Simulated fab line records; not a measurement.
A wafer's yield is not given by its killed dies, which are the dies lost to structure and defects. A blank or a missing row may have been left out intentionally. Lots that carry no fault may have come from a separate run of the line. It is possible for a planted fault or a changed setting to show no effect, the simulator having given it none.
fab line records | flow n5-finfet
record: lots: 6 wafers: 17 last-day: 19
route steps=1938 shown BEOL_M4@1047 PASSIVATION@1936
lots with no fault: from the same line, run without faults
start-h: the number of hours between the record's first day and the start of the first shown wafer of the lot | wait-h: how many hours have passed since the lot's step before this one | " the same as in the row above | L1.1+2: several wafers, shown together as one row | - no value, or no start given | * or withheld: withheld | < > ~ a bound
route shown NAME@n: names a module that has steps shown in the file, with the first one's number in the route | usual: mean/standard deviation taken from wafers without a fault | same: alike in all rows | chamber/n: place in a boat | sites: per-site readings | _std_site: the values' standard deviation | _edge_site: the outer-site mean with the inner-site mean subtracted | radius-mm: for every site, how far away it sits from the centre of the wafer | mask NAME#n: copy n | behind: the most recent tool/chamber to have shaped the wafer | hold: why the lot was held/for how many hours/how that ended | device: whichever transistor did not switch (one of n, p or np) | end of line: at the end of the route, the tests of the same wafers | where a step has no rows: the recipe by itself | killed: the dies lost at the first sort to structure and to defects; this is not the yield of the wafer | map: per-die view of a wafer (x killed, . not killed, _ where there is no die)
set.NAME: setting as actually run; set.NAME@STEP: the setting as run at that earlier step | model.NAME: the simulator's own value behind a step, which no gauge read
a table for each step, a row for each wafer; lots at some steps of the route
services: from which hour (start-h, from the record's first day; less than 0 if before it) a tool's chamber was out of use, for how many hours, and why
== steps ==
step: N5_BEOL_M4_COAT_67
recipe: resist: SOC temp-c: 250 time-s: 60 spin-rpm: 1500 resist-thk-nm: 60
step: N5_BEOL_M4_COAT_68
recipe: resist: SiARC temp-c: 220 time-s: 60 spin-rpm: 1500 resist-thk-nm: 12
step: N5_BEOL_M4_COAT_76
recipe: resist: underlayer temp-c: 205 time-s: 60 spin-rpm: 1500 resist-thk-nm: 5
step: N5_BEOL_M4_COAT_22
recipe: resist: CAR-EUV spin-rpm: 1500 resist-thk-nm: 30
step: N5_BEOL_M4_EBR_24
recipe: solvent: PGMEA ebr-width-mm: 1.5
step: N5_BEOL_M4_SOFTBAKE_23
recipe: temp-c: 110 time-s: 60 resist: CAR-EUV
step: N5_BEOL_M4_EXPOSE_25
recipe: mask-id: V3 na: 0.33 source-shape: quasar sigma-inner: 0.2 sigma-outer: 0.8 polarization: unpolarized defocus-nm: 5 dose-mj: 63
step: N5_BEOL_M4_PEB_26
recipe: peb-temp-c: 100 peb-time-s: 60 resist: CAR-EUV
step: N5_BEOL_M4_DEVELOP_27
recipe: develop-time-s: 30 developer: TMAH resist: CAR-EUV rinse-liquid: surfactant-rinse dry: air-spin dev-temp-c: 23
step: N5_BEOL_M4_CD_MEAS_28
recipe: target-cd-nm: 26.2 landing-energy-ev: 500 detector: se-inlens target-cd-y-nm: 24.1 polarity: opening
usual: cd-nm: 26.14/0.24
columns lot.wafer tool chamber start-h wait-h cd-nm
L504.1 cd-sem-02 0 168.74 - 25.75
L504.3 " 0 " " 25.99
L504.4 " 0 " " 26.06
L508.2 cd-sem-02 0 231.01 - 25.94
L508.4 " 0 " " 26.36
L508.6 " 0 " " 26.06
L510.1 cd-sem-02 0 239.48 - 26.39
L510.2 " 0 " " 26.56
L510.4 " 0 " " 26.47
L516.2 cd-sem-01 0 283.91 - 26.10
L516.5 " 0 " " 25.75
L523.2 cd-sem-02 0 312.35 - 25.90
L523.4 " 0 " " 26.13
L523.6 " 0 " " 26.10
L526.4 cd-sem-03 0 351.54 - 26.51
L526.5 " 0 " " 26.18
L526.6 " 0 " " 25.83
step: N5_BEOL_M4_OVL_MEAS_29
recipe: points-per-wafer: 522
usual: V3_OVL: -0.2/0.64
columns lot.wafer tool chamber start-h wait-h V3_OVL[nm]
L504.1 overlay-02 0 168.77 0.0 0.1
L504.3 " 0 " " 0.1
L504.4 " 0 " " -0.3
L508.2 overlay-01 0 231.05 0.0 0.5
L508.4 " 0 " " 0.1
L508.6 " 0 " " -0.8
L510.1 overlay-01 0 239.51 0.0 -0.4
L510.2 " 0 " " -1.3
L510.4 " 0 " " -0.6
L516.2 overlay-01 0 283.95 0.0 -0.8
L516.5 " 0 " " -1.0
L523.2 overlay-01 0 312.39 0.0 -0.2
L523.4 " 0 " " 0.3
L523.6 " 0 " " 0.3
L526.4 overlay-01 0 351.59 0.0 0.1
L526.5 " 0 " " 0.9
L526.6 " 0 " " 0.9
step: N5_BEOL_M4_INSPECT_30
recipe: mode: adi inspect-instrument: brightfield
usual: raw-defect-count: 409/85
columns lot.wafer tool chamber start-h wait-h raw-defect-count
L504.1 defect-inspect-02 - 168.83 0.1 352
L504.3 " - " " 443
L504.4 " - " " 445
L508.2 defect-inspect-02 - 231.10 0.0 366
L508.4 " - " " 359
L508.6 " - " " 483
L510.1 defect-inspect-01 - 239.57 0.1 410
L510.2 " - " " 533
L510.4 " - " " 484
L516.2 defect-inspect-01 - 284.01 0.1 343
L516.5 " - " " 254
L523.2 defect-inspect-02 - 312.44 0.0 318
L523.4 " - " " 460
L523.6 " - " " 360
L526.4 defect-inspect-02 - 351.63 0.0 417
L526.5 " - " " 414
L526.6 " - " " 302
step: N5_BEOL_M4_DESCUM_33
recipe: chemistry: O2 time-s: 7 source-power-w: 50 bias-power-w: 20 pressure-mtorr: 20 rf-frequency-hz: 2.712e+07 temp-c: 40 resist: CAR-EUV o2-flow-sccm: 225
usual: drypump-motor-current-A: 5.8/0.44 oes-product-au: 0.78/0.068 rf-vpp-V: 243.7/1.2 showerhead-plenum-p-Torr: 2.13/0.055 throttle-valve-pct: 20.47/0.24
columns lot.wafer tool chamber start-h wait-h drypump-motor-current-A oes-product-au rf-hours-counter-h rf-vpp-V showerhead-plenum-p-Torr throttle-valve-pct model.CAR-EUV_of_BEOL_M4_COAT_22.thk-nm
L504.1 rie-diel-04 2 168.90 0.1 5.4 0.71 198 243.8 2.16 20.94 26.2
L504.3 " 0 " " 6.4 0.94 9 245.5 2.23 20.26 26
L504.4 " 3 " " 6.4 0.75 182 243.7 2.18 20.25 26.2
L508.2 rie-diel-04 3 231.41 0.3 6.5 0.75 194 245.7 2.17 20.26 26
L508.4 " 0 " " 6.4 0.91 21 245.9 2.22 20.30 25.8
L508.6 " 0 " " 6.4 0.92 - 246.3 2.22 20.29 26
L510.1 rie-diel-04 1 239.61 0.0 5.3 0.80 103 244.0 2.10 20.11 26
L510.2 " 3 " " 6.5 0.74 197 246.1 2.17 20.26 26.6
L510.4 " 2 " " 5.4 0.70 213 243.9 2.16 20.96 26.6
L516.2 rie-diel-04 2 284.05 0.0 5.4 0.68 237 243.1 2.15 21.01 26.6
L516.5 " 1 " " 5.3 0.78 - 242.1 2.09 20.13 26
L523.2 rie-diel-06 3 313.58 1.1 5.9 0.72 182 243.6 2.09 20.52 26
L523.4 " 2 " " 5.1 0.71 215 244.0 2.17 20.40 25.8
L523.6 " 0 " " 5.9 0.71 - 241.4 2.06 20.69 26
L526.4 rie-diel-06 1 351.66 0.0 5.7 0.78 117 242.4 2.10 20.53 26
L526.5 " 3 " " 5.9 0.71 - 241.5 2.08 20.54 26
L526.6 " 2 " " 5.1 0.70 - 243.2 2.16 20.41 26
step: N5_BEOL_M4_ETCH_77
recipe: chemistry: N2/H2 target: underlayer target-depth-a: 65 mask-material: CAR-EUV time-s: 5.2 ion-energy-ev: 200 pressure-mtorr: 30 source-w: 840 bias-w: 150 n2-flow-sccm: 200 h2-flow-sccm: 200 ends: cleared
usual: drypump-motor-current-A: 5.8/0.44 etch-rf-on-time-s: 5.19/0.062 oes-product-au: 0.66/0.059 rf-vpp-V: 525.3/2.1 showerhead-plenum-p-Torr: 2.59/0.068 throttle-valve-pct: 17.90/0.27
columns lot.wafer tool chamber start-h wait-h drypump-motor-current-A etch-rf-on-time-s oes-product-au rf-hours-counter-h rf-vpp-V showerhead-plenum-p-Torr throttle-valve-pct
L504.1 rie-diel-04 2 168.94 0.0 5.4 5.26 0.60 198 527.6 2.63 18.41
L504.3 " 0 " " 6.4 5.18 0.81 9 528.2 2.72 17.71
L504.4 " 3 " " 6.5 5.24 0.65 182 527.0 2.63 17.61
L508.2 rie-diel-04 3 231.45 0.0 6.5 5.23 0.64 194 523.7 2.63 17.59
L508.4 " 0 " " 6.4 5.18 0.79 21 527.7 2.71 17.71
L508.6 " 0 " " 6.4 5.18 0.79 - 526.0 2.71 17.71
L510.1 rie-diel-04 1 239.64 0.0 5.3 5.16 0.67 103 523.6 2.56 17.50
L510.2 " 3 " " 6.5 5.19 0.63 197 525.4 2.63 17.62
L510.4 " 2 " " 5.4 5.18 0.60 213 526.9 2.62 18.46
L516.2 rie-diel-04 2 284.09 0.0 5.5 5.24 0.58 237 527.1 2.61 18.49
L516.5 " 1 " " 5.3 5.24 0.65 - 524.2 2.55 17.50
L523.2 rie-diel-06 3 313.62 0.0 5.9 5.20 0.63 182 525.8 2.52 17.88
L523.4 " 2 " " 5.0 5.12 0.60 215 527.1 2.63 17.89
L523.6 " 0 " " 6.0 5.21 0.60 - 522.7 2.50 18.16
L526.4 rie-diel-06 1 351.70 0.0 5.7 5.21 0.67 117 524.0 2.55 17.94
L526.5 " 3 " " 5.9 5.22 0.59 - 523.5 2.52 17.88
L526.6 " 2 " " 5.1 5.20 0.59 - 525.5 2.62 17.93
step: N5_BEOL_M4_ETCH_69
recipe: chemistry: CF4 target: SiARC target-depth-a: 156 mask-material: CAR-EUV time-s: 26 ion-energy-ev: 80 pressure-mtorr: 40 source-w: 545 bias-w: 36 Ar_flow_sccm: 100 cf4-flow-sccm: 100 ends: cleared
usual: drypump-motor-current-A: 5.8/0.44 etch-rf-on-time-s: 25.87/0.28 oes-product-au: 0.66/0.058 rf-vpp-V: 184.6/1 showerhead-plenum-p-Torr: 2.18/0.052 throttle-valve-pct: 15.66/0.22
columns lot.wafer tool chamber start-h wait-h drypump-motor-current-A etch-rf-on-time-s oes-product-au rf-hours-counter-h rf-vpp-V showerhead-plenum-p-Torr throttle-valve-pct
L504.1 rie-diel-04 2 168.95 0.0 5.4 25.87 0.60 198 186.2 2.20 16.09
L504.3 " 0 " " 6.4 25.34 0.82 9 184.8 2.28 15.46
L504.4 " 3 " " 6.5 25.93 0.64 182 185.6 2.22 15.47
L508.2 rie-diel-04 3 231.47 0.0 6.5 26.14 0.63 194 184.4 2.21 15.48
L508.4 " 0 " " 6.4 25.60 0.78 21 185.3 2.27 15.49
L508.6 " 0 " " 6.4 25.66 0.78 - 185.6 2.27 15.48
L510.1 rie-diel-04 1 239.66 0.0 5.3 25.69 0.68 103 182.9 2.15 15.32
L510.2 " 3 " " 6.5 25.93 0.63 197 184.9 2.21 15.49
L510.4 " 2 " " 5.4 25.76 0.59 213 186.5 2.20 16.11
L516.2 rie-diel-04 2 284.10 0.0 5.4 26.02 0.59 237 185.5 2.19 16.15
L516.5 " 1 " " 5.3 25.67 0.66 - 183.9 2.14 15.39
L523.2 rie-diel-06 3 313.63 0.0 5.9 25.67 0.62 182 184.7 2.13 15.63
L523.4 " 2 " " 5.1 25.58 0.61 215 186.8 2.21 15.62
L523.6 " 0 " " 6.0 25.76 0.61 - 183.8 2.11 15.89
L526.4 rie-diel-06 1 351.71 0.0 5.7 25.71 0.67 117 184.4 2.15 15.72
L526.5 " 3 " " 5.9 25.88 0.61 - 184.1 2.12 15.63
L526.6 " 2 " " 5.1 25.74 0.59 - 184.6 2.21 15.64
step: N5_BEOL_M4_ALD_98
recipe: material: SiO2 target-thk-a: 25 temp-c: 100 ald-precursor-family: BDEAS ald-co-reactant: O2-plasma pulse-time-s: 1 co-reactant-pulse-time-s: 1 purge-time-s: 2 co-reactant-purge-time-s: 2 ald-cycles: 17 pressure-torr: 2
usual: chamber-pressure-Torr: 2.000/0.0043 heater-power-w: 79/9.2 precursor-pulse-height-rel: 0.998/0.02
same: purge-time-s: 2
columns lot.wafer tool chamber start-h wait-h chamber-pressure-Torr heater-power-w precursor-pulse-height-rel
L504.1 ald-sin-02 3 169.07 0.1 1.996 75 0.973
L504.3 " 1 " " 2.005 76 0.976
L504.4 " 2 " " 2.004 70 0.994
L508.2 ald-sin-02 1 232.75 1.3 1.988 78 1.003
L508.4 " 0 " " 1.997 71 0.982
L508.6 " 2 " " 2.008 68 0.986
L510.1 ald-sin-01 3 239.74 0.1 2.003 72 0.986
L510.2 " 1 " " 2.004 76 0.982
L510.4 " 2 " " 2.001 86 1.005
L516.2 ald-sin-01 2 284.31 0.2 1.999 91 0.979
L516.5 " 1 " " 1.998 76 1.012
L523.2 ald-sin-02 1 313.71 0.1 2.008 81 0.992
L523.4 " 0 " " 2.001 73 1.010
L523.6 " 1 " " 1.999 78 0.997
L526.4 ald-sin-02 1 351.80 0.1 2.000 79 1.022
L526.5 " 1 " " 2.004 80 0.968
L526.6 " 0 " " 2.001 73 0.994
step: N5_BEOL_M4_ETCHBACK_99
recipe: chemistry: CHF3 target: SiO2 target-depth-a: 50 time-s: 10.4 source-w: 215 bias-w: 47 Ar_flow_sccm: 200 CHF3_flow_sccm: 12 ion-energy-ev: 100 pressure-mtorr: 30
usual: drypump-motor-current-A: 5.8/0.42 oes-product-au: 0.77/0.058 rf-vpp-V: 241/3.1 showerhead-plenum-p-Torr: 2.18/0.056 throttle-valve-pct: 17.12/0.19
columns lot.wafer tool chamber start-h wait-h drypump-motor-current-A oes-product-au rf-hours-counter-h rf-vpp-V showerhead-plenum-p-Torr throttle-valve-pct model.CAR-EUV_of_BEOL_M4_COAT_22.thk-nm
L504.1 rie-diel-06 2 178.96 9.8 5.1 0.74 174 244 2.24 16.97 10.6
L504.3 " 0 " " 5.9 0.73 185 236 2.13 17.24 10.4
L504.4 " 3 " " 5.9 0.75 143 238 2.16 17.04 10.4
L508.2 rie-diel-06 0 237.43 4.6 5.9 0.73 196 235 2.13 17.27 10.4
L508.4 " 2 " " 5.1 0.73 185 244 2.23 16.98 10.2
L508.6 " 0 " " 5.9 0.74 - 237 2.13 17.26 10.2
L510.1 rie-diel-04 3 252.29 12.5 6.5 0.74 202 245 2.22 16.93 10.4
L510.2 " 2 " " 5.5 0.69 219 242 2.21 17.56 11
L510.4 " 0 " " 6.4 0.90 29 241 2.28 16.93 11
L516.2 rie-diel-06 1 284.48 0.1 5.7 0.81 97 246 2.17 17.13 11
L516.5 " 0 " " 6.0 0.71 - 235 2.12 17.31 10.4
L523.2 rie-diel-01 2 319.65 5.9 6.2 0.80 110 238 2.08 17.26 10.4
L523.4 " 2 " " 6.3 0.80 - 238 2.08 17.27 10.4
L523.6 " 3 " " 5.6 0.72 - 242 2.15 17.32 10.4
L526.4 rie-diel-01 0 353.42 1.6 5.8 0.79 118 244 2.25 17.15 10.4
L526.5 " 2 " " 6.2 0.78 - 240 2.08 17.30 10.2
L526.6 " 3 " " 5.6 0.72 - 243 2.15 17.34 10.4
step: N5_BEOL_M4_ETCH_70
recipe: chemistry: N2/H2 target: SOC target-depth-a: 800 overetch-a: 240 mask-material: SiARC temp-c: 40 time-s: 130 ion-energy-ev: 200 pressure-mtorr: 30 source-w: 840 bias-w: 150 n2-flow-sccm: 200 h2-flow-sccm: 200
usual: drypump-motor-current-A: 5.8/0.42 oes-product-au: 0.57/0.04 rf-vpp-V: 524.9/2.1 showerhead-plenum-p-Torr: 2.57/0.071 throttle-valve-pct: 17.86/0.22
columns lot.wafer tool chamber start-h wait-h drypump-motor-current-A oes-product-au rf-hours-counter-h rf-vpp-V showerhead-plenum-p-Torr throttle-valve-pct
L504.1 rie-diel-06 2 179.00 0.0 5.1 0.54 174 526.8 2.64 17.76
L504.3 " 0 " " 6.0 0.55 185 523.7 2.52 18.06
L504.4 " 3 " " 5.9 0.55 143 524.1 2.54 17.75
L508.2 rie-diel-06 0 237.47 0.0 5.9 0.54 196 523.9 2.52 18.07
L508.4 " 2 " " 5.1 0.54 185 526.0 2.64 17.81
L508.6 " 0 " " 5.9 0.54 - 523.4 2.52 18.07
L510.1 rie-diel-04 3 252.33 0.0 6.5 0.55 202 527.8 2.63 17.60
L510.2 " 2 " " 5.4 0.51 219 526.5 2.62 18.40
L510.4 " 0 " " 6.4 0.65 29 528.6 2.71 17.69
L516.2 rie-diel-06 1 284.52 0.0 5.7 0.60 97 523.2 2.56 17.87
L516.5 " 0 " " 5.9 0.52 - 523.8 2.51 18.12
L523.2 rie-diel-01 2 319.69 0.0 6.2 0.58 110 520.7 2.46 17.96
L523.4 " 2 " " 6.3 0.58 - 522.1 2.45 17.97
L523.6 " 3 " " 5.6 0.54 - 524.1 2.53 18.01
L526.4 rie-diel-01 0 353.45 0.0 5.7 0.58 118 527.2 2.66 17.96
L526.5 " 2 " " 6.3 0.57 - 522.0 2.45 17.98
L526.6 " 3 " " 5.6 0.53 - 523.7 2.52 18.03
step: N5_BEOL_M4_RC_MEAS_101
usual: DIBL_N: 36.5/1.2 DIBL_P: 36.5/1.6 IOFF_N: 0.162/0.023 IOFF_P: 0.221/0.03 ION_N: 678/8 ION_P: 466/6.3 SS_N: 71.6/0.46 SS_P: 73.3/0.57 VT_N: 249.2/2.6 VT_P: -249/3.3
columns lot.wafer tool chamber start-h wait-h DIBL_N[mV/V] DIBL_P[mV/V] IOFF_N[nA/um] IOFF_P[nA/um] ION_N[uA/um] ION_P[uA/um] SS_N[mV/dec] SS_P[mV/dec] VT_N[mV] VT_P[mV]
L504.1 prober-02 0 183.65 0.2 36.7 34.6 0.143 0.196 678 464 71.0 73.4 248.6 -251
L504.3 " 0 " " 37.6 35.5 0.163 0.217 678 467 72.2 73.2 249.7 -251
L504.4 " 0 " " 38.1 36.1 0.178 0.223 683 469 71.6 73.8 248.2 -249
L508.2 prober-02 0 241.81 0.2 36.1 37.7 0.176 0.214 678 462 71.6 73.2 246.9 -251
L508.4 " 0 " " 36.2 38.1 0.173 0.215 675 465 71.0 73.8 247.8 -251
L508.6 " 0 " " 37.6 39.6 0.207 0.251 683 460 71.3 74.2 245.9 -246
L510.1 prober-01 0 257.00 0.0 33.2 33.1 0.115 0.157 663 455 70.6 72.7 252.9 -255
L510.2 " 0 " " 34.5 34.8 0.137 0.185 671 463 71.1 73.2 251.7 -255
L510.4 " 0 " " 34.7 35.0 0.136 0.178 674 464 71.2 73.5 255.9 -254
L516.2 prober-02 0 290.19 0.2 35.9 34.8 0.150 0.224 678 462 71.0 73.1 249.4 -245
L516.5 " 0 " " 37.1 36.9 0.181 0.263 682 472 72.4 73.9 244.9 -245
L523.2 prober-02 0 324.31 0.2 37.0 36.9 0.177 0.254 684 472 71.3 73.1 247.8 -245
L523.4 " 0 " " 37.1 37.4 0.184 0.257 686 476 71.3 72.9 246.6 -245
L523.6 " 0 " " 39.0 39.8 0.244 0.318 707 482 71.8 74.6 244.1 -244
L526.4 prober-02 0 358.34 0.5 36.3 35.3 0.180 0.254 690 472 71.7 74.0 247.8 -244
L526.5 " 0 " " 33.5 32.8 0.139 0.205 685 474 71.1 72.4 250.6 -247
L526.6 " 0 " " 36.1 35.2 0.184 0.261 698 475 71.4 72.7 244.3 -243
step: N5_PASSIVATION_PROBE_49
usual: defect-limited-yield: 91.2/1.3 killed_at_M0_to_M3: 34/9.2 killed_at_M4_up: 14/5 killed-at-contacts: 13/6.7 killed-at-front-end: 39/12 killed-at-other: 4/3.3 killed-dies: 104/15 killed-open: 68/12 killed-short: 34/7.5 sort_bin_5_function: 5.2/0.87 sort_bin_6_memory: 3.3/0.63 sort-n-pass: 1076/15 sort-yield-pct: 91.2/1.3
same: gross-dies: 1180 killed-at-back-side: 0 sort_bin_4_leakage[%]: 0 sort_bin_8_speed[%]: 0
columns lot.wafer tool chamber start-h wait-h defect-limited-yield[%] killed_at_M0_to_M3 killed_at_M4_up killed-at-contacts killed-at-front-end killed-at-other killed-dies killed-open killed-short sort_bin_5_function[%] sort_bin_6_memory[%] sort-n-pass sort-yield-pct[%]
L510.2 prober-02 - 364.82 0.1 91.4 26 19 4 47 5 101 65 35 5.3 2.8 1079 91.4
L510.4 prober-02 - 364.92 0.2 88.6 38 17 16 62 1 134 88 44 5.8 5.2 1046 88.6
L516.2 prober-02 - 392.55 0.1 92.2 38 14 8 30 2 92 62 29 4.4 3.1 1088 92.2
killed by level:class
L510.2 FIN_SAQP:geometric-particle:short=12 BEOL_M4:geometric-particle:open=12 DUMMY_GATE:geometric-particle:open=7 BEOL_M2:geometric-particle:open=7 STI_FIN_REVEAL:geometric-particle:open=6 BEOL_M3:geometric-particle:open=5 FIN_SAQP:geometric-particle:open=4 GATE_CUT:geometric-particle:short=4
L510.4 FIN_SAQP:geometric-particle:short=19 DUMMY_GATE:geometric-particle:open=14 BEOL_M2:geometric-particle:open=14 MOL_CONTACT_COAG:geometric-particle:open=13 BEOL_M4:geometric-particle:open=10 FIN_SAQP:geometric-particle:open=7 BEOL_M1:geometric-particle:open=6 BEOL_M2:geometric-particle:short=5
L516.2 BEOL_M0_SAQP:geometric-particle:short=11 BEOL_M3:geometric-particle:open=11 STI_FIN_REVEAL:geometric-particle:open=7 MOL_CONTACT_COAG:geometric-particle:open=7 BEOL_M5:geometric-particle:open=7 BEOL_M0_SAQP:geometric-particle:open=6 DUMMY_GATE:geometric-particle:open=5 BEOL_M1:geometric-particle:open=5
== services ==
columns tool chamber start-h hours kind
rie-diel-06 - 152.62 0.9 repair
ald-sin-01 - 153.33 2.8 pm
rie-diel-01 0 161.28 4.4 repair
ald-sin-02 - 165.33 2.0 repair
ald-sin-02 - 176.75 14.0 pm
rie-diel-01 1 187.71 6.8 repair
ald-sin-01 2 189.24 4.2 repair
rie-diel-06 1 214.42 9.5 repair
rie-diel-01 - 234.77 2.8 pm
ald-sin-02 0 238.51 2.6 repair
rie-diel-06 3 258.10 3.1 repair
rie-diel-04 3 260.32 20.8 repair
ald-sin-02 2 281.14 17.2 repair
ald-sin-01 2 294.15 11.1 repair
rie-diel-06 1 301.28 8.3 repair
rie-diel-06 - 310.71 2.8 pm
rie-diel-01 0 311.39 14.6 repair
rie-diel-04 2 317.65 - clean
rie-diel-04 2 317.65 - consumable-replace:focus-ring
rie-diel-04 2 317.65 19.5 scheduled-down
rie-diel-01 1 323.83 2.3 repair
rie-diel-04 0 328.48 9.2 repair
ald-sin-01 3 330.62 4.3 repair
rie-diel-01 1 337.50 9.0 repair
== key ==
first-sign none at tools or gauges
model-effect: step: N5_BEOL_M4_DESCUM_33 value: CAR-EUV_of_BEOL_M4_COAT_22.thk-nm without: 26 struck: 26.6
model-effect: step: N5_BEOL_M4_ETCHBACK_99 value: CAR-EUV_of_BEOL_M4_COAT_22.thk-nm without: 10.4 struck: 11
met-at N5_BEOL_M4_DESCUM_33
struck-wafers L510.2,L510.4,L516.2
onset-between 231.41 239.61
fault: kind: process-parameter-drift tool: rie-diel-04 chamber: - onset-h: 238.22 steps: N5_BEOL_M4_DESCUM_33 channel: time-s offset: * shape: step end-h: 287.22 scope: struck-wafers-only acts-in: * stated: *
